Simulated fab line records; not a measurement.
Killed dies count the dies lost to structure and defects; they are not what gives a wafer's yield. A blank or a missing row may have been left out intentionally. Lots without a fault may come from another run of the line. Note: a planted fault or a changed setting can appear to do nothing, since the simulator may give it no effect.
The same fault as seen by 2 desks + flow n5 finfet + only its own numbers are on each desk; what lay behind them is given at the end

## THE TOOL OWNER'S DESK: rie diel-05
The tool's own readings at N5_HKMG_FIN_ETCH_32 (etches SOC in N2/H2, target depth 240 nm, time 300 s): means of the sampled wafers that have a number, for each lot that ran on this tool. Any lot whose mean is over 4 standard deviations away from the usual mean is out of limits and marked OUT; that distance is given in the brackets.
Columns: A = drypump motor current A at N5_HKMG_FIN_ETCH_32, usual 5.8 A; B = oes product au at N5_HKMG_FIN_ETCH_32, usual 0.78 a.u.; C = rf vpp V at N5_HKMG_FIN_ETCH_32, usual 524.0 V; D = showerhead plenum p Torr at N5_HKMG_FIN_ETCH_32, usual 2.55 Torr; E = throttle valve pct at N5_HKMG_FIN_ETCH_32, usual 17.77 %
| lot  | first seen here | A   | B    | C     | D    | E     |
|------|-----------------|-----|------|-------|------|-------|
| L690 | day 4 15:49     | 5.5 | 0.71 | 520.9 | 2.45 | 17.81 |
| L692 | day 5 04:31     | 5.7 | 0.72 | 522.0 | 2.49 | 17.73 |
| L694 | day 5 16:37     | 6.3 | 0.79 | 525.3 | 2.60 | 17.86 |
| L695 | day 5 21:16     | 5.9 | 0.75 | 522.6 | 2.51 | 17.81 |
| L701 | day 7 11:44     | 6.3 | 0.78 | 525.4 | 2.59 | 17.88 |
Finding of this desk: none of the 5 lots has anything out of limits.

## AT THE METROLOGY DESK
Means of the sampled wafers that have a number, per lot and without regard to the tool the lot ran on: this is what the gauges read. Any lot whose mean is over 4 standard deviations away from the usual mean is out of limits and marked OUT; that distance is given in the brackets.
Columns: A = MIM_BOT_OVL at N5_MIM_BOT_LITHO_OVL_MEAS_11, usual -3 nm
| lot  | first seen here | A   |
|------|-----------------|-----|
| L688 | day 11 15:43    | -0  |
| L690 | day 12 14:58    | -5  |
| L691 | day 12 19:36    | -10 |
| L692 | day 13 03:16    | 2   |
| L693 | day 13 06:22    | -0  |
| L695 | day 13 15:43    | -8  |
| L694 | day 13 22:10    | -8  |
| L696 | day 14 02:10    | -10 |
| L701 | day 15 05:24    | -2  |
| L706 | day 16 22:13    | -7  |
| L711 | day 18 22:43    | -14 |
Finding of this desk: none of the 11 lots has anything out of limits.

## PUT TOGETHER
The tool owner's desk saw nothing out of limits.
Metrology desk: nothing out of limits seen.

## WHAT THE SIMULATOR HAD PUT IN
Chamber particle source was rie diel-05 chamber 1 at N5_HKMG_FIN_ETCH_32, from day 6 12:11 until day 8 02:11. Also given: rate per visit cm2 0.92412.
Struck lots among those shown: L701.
